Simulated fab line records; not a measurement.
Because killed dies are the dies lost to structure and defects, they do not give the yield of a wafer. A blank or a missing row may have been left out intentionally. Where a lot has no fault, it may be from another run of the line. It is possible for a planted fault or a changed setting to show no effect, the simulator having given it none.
The tool behind it: which one? | flow n5 finfet | 72 wafers sampled from 24 lots at 1 step of a route of 1938

WHAT THE GAUGES SHOWED, per wafer
N5_BEOL_M4_OVL_MEAS_12.
lot  | measured     | on         | M4_OVL (nm)
L075 | day 7 21:37  | overlay-01 | -1.1 0.4 -1.4
L076 | day 8 01:32  | overlay-02 | -0.1 -0.2 -1.6
L077 | day 8 02:03  | overlay-01 | -1.8 -2.9 -1.0
L074 | day 8 09:52  | overlay-02 | -0.6 -1.7 -0.2
L079 | day 8 15:08  | overlay-02 | -0.4 -0.3 -0.5
L078 | day 8 15:46  | overlay-01 | -0.9 -1.4 -0.6
L080 | day 8 23:12  | overlay-02 | -0.4 0.5 -1.1
L081 | day 9 06:18  | overlay-01 | 2.4 1.0 1.8
L082 | day 9 11:41  | overlay-02 | 0.5 0.1 -1.2
L083 | day 10 00:00 | overlay-02 | -0.1 0.0 -1.2
L084 | day 10 07:22 | overlay-01 | 1.7 -1.1 -0.3
L085 | day 10 08:22 | overlay-01 | 0.6 -0.7 -0.2
L086 | day 10 18:21 | overlay-02 | -0.8 -0.3 0.7
L087 | day 10 23:04 | overlay-01 | 0.3 1.3 -0.3
L088 | day 11 02:26 | overlay-01 | -2.0 0.1 -0.9
L089 | day 11 10:10 | overlay-01 | -0.5 0.7 -0.4
L091 | day 11 18:57 | overlay-02 | -1.5 -0.1 -1.2
L090 | day 11 19:17 | overlay-02 | -3.1 -2.0 -1.0
L092 | day 12 03:34 | overlay-01 | -0.2 -1.2 0.1
L094 | day 12 13:20 | overlay-02 | -0.4 -0.7 -1.3
L093 | day 12 13:31 | overlay-01 | -0.4 0.4 -1.1
L095 | day 12 23:55 | overlay-01 | 0.7 0.0 -0.8
L096 | day 13 05:19 | overlay-02 | -1.5 -1.7 -2.1
L097 | day 13 06:13 | overlay-02 | -1.6 0.0 -0.8

WHICH TOOL RAN EACH LOT (tool, then ch and the chambers of the sampled wafers, then the start)
No process step before these readings appears in the record.

AS READ BY THE TOOLS THEMSELVES (means over the sampled wafers that have a number; for cases with no such wafer, the mark the record gives instead)
The record holds no such reading with a usual standard deviation.

THE ANSWER, worked out from the rows above alone
Rule: what is usual is taken from the lots themselves. The widest of any qualifying gaps counts: lots, ordered by their means at a reading, are off when they make up no more than a third of the lots, leave a main group of 4 or more, and stand apart from it by 3 or more times the standard deviation of that group's means. Not used: any main group whose means are identical at the precision the tables above print for the reading. Also off: a lot with no number at a reading for which 4 or more lots have one. Where the step has rows for the other lots, those lots are counted as sound. The gauges are gone through in route order, then the tools' own readings, and for those a lot's mean is taken as printed above. At the first step where some lot is off, the reading lying furthest off is the one used; lots without a number count as furthest.
No lot is off at any reading shown: from this, nothing can be told.

WHAT THE SIMULATOR PUT IN
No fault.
